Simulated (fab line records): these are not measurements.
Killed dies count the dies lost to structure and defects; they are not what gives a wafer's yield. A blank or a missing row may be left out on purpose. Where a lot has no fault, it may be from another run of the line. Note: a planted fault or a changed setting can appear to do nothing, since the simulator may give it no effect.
Which tool did it? :: flow n5-finfet :: Sampling: 11 lots, 33 wafers, 5 of 1938 route steps

== WHAT THE GAUGES READ, wafer by wafer ==
N5_BEOL_M6_RS_MEAS_57: the measuring method here is four-point-probe. Usual: M6_RS typically reads 0.288 ohm/sq, with standard deviation 0.0089.
lot: L558
measured: day 9 09:05
on: film-metro-02
M6_RS (ohm/sq): 0.280 0.293 0.277
flag: 

lot: L559
measured: day 10 00:40
on: film-metro-02
M6_RS (ohm/sq): 0.302 0.277 0.293
flag: 

lot: L562
measured: day 11 04:49
on: film-metro-01
M6_RS (ohm/sq): 0.305 0.275 0.293
flag: 

lot: L563
measured: day 12 04:40
on: film-metro-01
M6_RS (ohm/sq): 0.284 0.277 0.289
flag: 

lot: L566
measured: day 12 05:58
on: film-metro-01
M6_RS (ohm/sq): 0.299 0.275 0.289
flag: 

lot: L567
measured: day 12 06:14
on: film-metro-02
M6_RS (ohm/sq): 0.281 0.285 0.289
flag: 

lot: L573
measured: day 14 21:34
on: film-metro-02
M6_RS (ohm/sq): 0.281 0.293 0.277
flag: 

lot: L576
measured: day 14 23:35
on: film-metro-01
M6_RS (ohm/sq): 0.296 0.293 0.291
flag: 

lot: L577
measured: day 16 02:23
on: film-metro-02
M6_RS (ohm/sq): 0.293 0.303 0.295
flag: 

lot: L579
measured: day 16 04:08
on: film-metro-02
M6_RS (ohm/sq): 0.294 0.303 0.284
flag: 

lot: L580
measured: day 16 07:07
on: film-metro-01
M6_RS (ohm/sq): 0.283 0.288 0.286
flag: 

N5_BEOL_M7_THK_MEAS_01. Usual: M7_ILD_THK typically reads 155.7 nm, with standard deviation 1.8.
lot: L558
measured: day 9 10:11
on: film-metro-01
M7_ILD_THK (nm): 153.1 152.6 158.2
flag: 

lot: L559
measured: day 10 01:19
on: film-metro-01
M7_ILD_THK (nm): 155.9 157.3 158.1
flag: 

lot: L562
measured: day 11 05:28
on: film-metro-01
M7_ILD_THK (nm): 153.9 154.7 155.6
flag: 

lot: L563
measured: day 12 05:18
on: film-metro-02
M7_ILD_THK (nm): 153.3 153.9 155.0
flag: 

lot: L566
measured: day 12 06:37
on: film-metro-01
M7_ILD_THK (nm): 154.7 154.2 156.6
flag: 

lot: L567
measured: day 12 06:53
on: film-metro-02
M7_ILD_THK (nm): 153.6 154.6 154.2
flag: 

lot: L573
measured: day 14 22:14
on: film-metro-01
M7_ILD_THK (nm): 156.6 155.3 158.4
flag: 

lot: L576
measured: day 15 00:14
on: film-metro-02
M7_ILD_THK (nm): 202.8 157.0 157.1
flag: OFF

lot: L577
measured: day 16 03:05
on: film-metro-01
M7_ILD_THK (nm): 206.7 155.1 206.8
flag: OFF

lot: L579
measured: day 16 04:46
on: film-metro-01
M7_ILD_THK (nm): 154.5 156.9 155.6
flag: 

lot: L580
measured: day 16 07:46
on: film-metro-01
M7_ILD_THK (nm): 155.0 158.4 155.9
flag: 

== EACH LOT AND THE TOOL THAT RAN IT (in order: tool; ch and the chambers of the sampled wafers; start) ==
lot: L558
N5_BEOL_M6_DEGAS_44: pvd-sputter-03, day 9 05:02
N5_BEOL_M7_ILD_DEP_00: pecvd-02 ch 0,1,2, day 9 09:08
N5_BEOL_M7_CURE_74: uv-cure-03 ch 0, day 9 09:22

lot: L559
N5_BEOL_M6_DEGAS_44: pvd-sputter-03, day 9 20:40
N5_BEOL_M7_ILD_DEP_00: pecvd-02 ch 1,2, day 10 00:44
N5_BEOL_M7_CURE_74: uv-cure-01 ch 2, day 10 00:48

lot: L562
N5_BEOL_M6_DEGAS_44: pvd-sputter-02, day 10 21:46
N5_BEOL_M7_ILD_DEP_00: pecvd-02 ch 0,1,2, day 11 04:53
N5_BEOL_M7_CURE_74: uv-cure-03 ch 0, day 11 05:02

lot: L563
N5_BEOL_M6_DEGAS_44: pvd-sputter-02, day 12 02:05
N5_BEOL_M7_ILD_DEP_00: pecvd-03 ch 0,1, day 12 04:43
N5_BEOL_M7_CURE_74: uv-cure-02 ch 1, day 12 04:47

lot: L566
N5_BEOL_M6_DEGAS_44: pvd-sputter-01, day 12 03:35
N5_BEOL_M7_ILD_DEP_00: pecvd-02 ch 1,2, day 12 06:02
N5_BEOL_M7_CURE_74: uv-cure-03 ch 2, day 12 06:11

lot: L567
N5_BEOL_M6_DEGAS_44: pvd-sputter-03, day 12 03:47
N5_BEOL_M7_ILD_DEP_00: pecvd-03 ch 0,1, day 12 06:19
N5_BEOL_M7_CURE_74: uv-cure-02 ch 1, day 12 06:22

lot: L573
N5_BEOL_M6_DEGAS_44: pvd-sputter-03, day 14 19:46
N5_BEOL_M7_ILD_DEP_00: pecvd-01 ch 0,2, day 14 21:38
N5_BEOL_M7_CURE_74: uv-cure-01 ch 0, day 14 21:48

lot: L576
N5_BEOL_M6_DEGAS_44: pvd-sputter-02, day 14 21:17
N5_BEOL_M7_ILD_DEP_00: pecvd-03 ch 0,1,2, day 14 23:40
N5_BEOL_M7_CURE_74: uv-cure-01 ch 0, day 14 23:44

lot: L577
N5_BEOL_M6_DEGAS_44: pvd-sputter-01, day 15 23:11
N5_BEOL_M7_ILD_DEP_00: pecvd-03 ch 0,1,2, day 16 02:30
N5_BEOL_M7_CURE_74: uv-cure-01 ch 2, day 16 02:34

lot: L579
N5_BEOL_M6_DEGAS_44: pvd-sputter-03, day 16 02:25
N5_BEOL_M7_ILD_DEP_00: pecvd-01 ch 1,2, day 16 04:11
N5_BEOL_M7_CURE_74: uv-cure-02 ch 1, day 16 04:25

lot: L580
N5_BEOL_M6_DEGAS_44: pvd-sputter-03, day 16 05:29
N5_BEOL_M7_ILD_DEP_00: pecvd-01 ch 0,1,2, day 16 07:10
N5_BEOL_M7_CURE_74: uv-cure-01 ch 0, day 16 07:15
- N5_BEOL_M6_DEGAS_44: time 60 s.
- N5_BEOL_M7_ILD_DEP_00: deposits SiCOH lowk from DEMS/porogen, target thk 179.75 nm, time 33.4 s.
- N5_BEOL_M7_CURE_74: cures SiCOH lowk, time 240 s.

== WHAT THE TOOLS THEMSELVES READ (means of the sampled wafers that have a number; where no wafer has one, the mark that the record gives instead) ==
N5_BEOL_M6_DEGAS_44. Usual: 331 W for heater-power-w, sd 47.
lot: L558
tool: pvd-sputter-03
heater-power-w (W): 312
flag: 

lot: L559
tool: pvd-sputter-03
heater-power-w (W): 309
flag: 

lot: L562
tool: pvd-sputter-02
heater-power-w (W): 389
flag: 

lot: L563
tool: pvd-sputter-02
heater-power-w (W): 374
flag: 

lot: L566
tool: pvd-sputter-01
heater-power-w (W): 300
flag: 

lot: L567
tool: pvd-sputter-03
heater-power-w (W): 330
flag: 

lot: L573
tool: pvd-sputter-03
heater-power-w (W): 344
flag: 

lot: L576
tool: pvd-sputter-02
heater-power-w (W): 359
flag: 

lot: L577
tool: pvd-sputter-01
heater-power-w (W): 305
flag: 

lot: L579
tool: pvd-sputter-03
heater-power-w (W): 321
flag: 

lot: L580
tool: pvd-sputter-03
heater-power-w (W): 325
flag: 

N5_BEOL_M7_ILD_DEP_00. Usual: heater-power-w 324 W, standard deviation 47; showerhead-plenum-p-Torr 5.739 Torr, standard deviation 0.014; throttle-valve-pct 13.7 %, standard deviation 0.95.
lot: L558
tool: pecvd-02
heater-power-w (W): 357
showerhead-plenum-p-Torr (Torr): 5.733
throttle-valve-pct (%): 13.7
flag: 

lot: L559
tool: pecvd-02
heater-power-w (W): 358
showerhead-plenum-p-Torr (Torr): 5.730
throttle-valve-pct (%): 13.1
flag: 

lot: L562
tool: pecvd-02
heater-power-w (W): 359
showerhead-plenum-p-Torr (Torr): 5.738
throttle-valve-pct (%): 13.7
flag: 

lot: L563
tool: pecvd-03
heater-power-w (W): 306
showerhead-plenum-p-Torr (Torr): 5.755
throttle-valve-pct (%): 14.3
flag: 

lot: L566
tool: pecvd-02
heater-power-w (W): 369
showerhead-plenum-p-Torr (Torr): 5.741
throttle-valve-pct (%): 13.3
flag: 

lot: L567
tool: pecvd-03
heater-power-w (W): 308
showerhead-plenum-p-Torr (Torr): 5.749
throttle-valve-pct (%): 14.3
flag: 

lot: L573
tool: pecvd-01
heater-power-w (W): 250
showerhead-plenum-p-Torr (Torr): 5.745
throttle-valve-pct (%): 12.9
flag: 

lot: L576
tool: pecvd-03
heater-power-w (W): 303
showerhead-plenum-p-Torr (Torr): 5.747
throttle-valve-pct (%): 13.9
flag: 

lot: L577
tool: pecvd-03
heater-power-w (W): 289
showerhead-plenum-p-Torr (Torr): 5.739
throttle-valve-pct (%): 13.9
flag: 

lot: L579
tool: pecvd-01
heater-power-w (W): 264
showerhead-plenum-p-Torr (Torr): 5.752
throttle-valve-pct (%): 13.3
flag: 

lot: L580
tool: pecvd-01
heater-power-w (W): 270
showerhead-plenum-p-Torr (Torr): 5.747
throttle-valve-pct (%): 13.3
flag: 

N5_BEOL_M7_CURE_74. Usual: lamp-power-pct 52.31 %, standard deviation 0.055; wafer_temp_C_max 386.9, standard deviation 0.59.
lot: L558
tool: uv-cure-03
lamp-power-pct (%): 52.31
wafer_temp_C_max: 385.9
flag: 

lot: L559
tool: uv-cure-01
lamp-power-pct (%): 52.30
wafer_temp_C_max: 388.2
flag: 

lot: L562
tool: uv-cure-03
lamp-power-pct (%): 52.31
wafer_temp_C_max: 386.6
flag: 

lot: L563
tool: uv-cure-02
lamp-power-pct (%): 52.28
wafer_temp_C_max: 387.3
flag: 

lot: L566
tool: uv-cure-03
lamp-power-pct (%): 52.33
wafer_temp_C_max: 386.6
flag: 

lot: L567
tool: uv-cure-02
lamp-power-pct (%): 52.34
wafer_temp_C_max: 386.7
flag: 

lot: L573
tool: uv-cure-01
lamp-power-pct (%): 52.33
wafer_temp_C_max: 387.2
flag: 

lot: L576
tool: uv-cure-01
lamp-power-pct (%): 52.30
wafer_temp_C_max: 387.4
flag: 

lot: L577
tool: uv-cure-01
lamp-power-pct (%): 52.33
wafer_temp_C_max: 387.4
flag: 

lot: L579
tool: uv-cure-02
lamp-power-pct (%): 52.29
wafer_temp_C_max: 387.0
flag: 

lot: L580
tool: uv-cure-01
lamp-power-pct (%): 52.36
wafer_temp_C_max: 386.9
flag: 

== THE ANSWER, worked out from the rows above alone ==
Rule: lot off if the mean of its wafers having a number is beyond 3 standard deviations from the usual mean. A lot without any number at a reading at which 4 lots or more have one is off too. Any other lot the step has rows for is counted as sound. First the gauges in route order, then the tools' own readings, where a lot's mean is used as printed above. At the first step where some lot is off, the reading lying furthest off is the one used; lots without a number count as furthest.
Off: L576, L577, at N5_BEOL_M7_THK_MEAS_01 (M7_ILD_THK).
A tool fits if, at a process step before that reading, it ran every lot that is off, and no sound lot after the first of them. The gauges at N5_BEOL_M7_THK_MEAS_01 are tried like those tools. One fits: N5_BEOL_M7_ILD_DEP_00 on pecvd-03. A fault onset in the window from L567 (day 12 06:19, its last sound lot) to L576 (day 14 23:40, its first lot off) fits.

== WHAT HAD BEEN PUT IN BY THE SIMULATOR ==
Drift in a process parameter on pecvd-03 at N5_BEOL_M7_ILD_DEP_00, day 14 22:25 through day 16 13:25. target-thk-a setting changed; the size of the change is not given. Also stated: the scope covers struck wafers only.
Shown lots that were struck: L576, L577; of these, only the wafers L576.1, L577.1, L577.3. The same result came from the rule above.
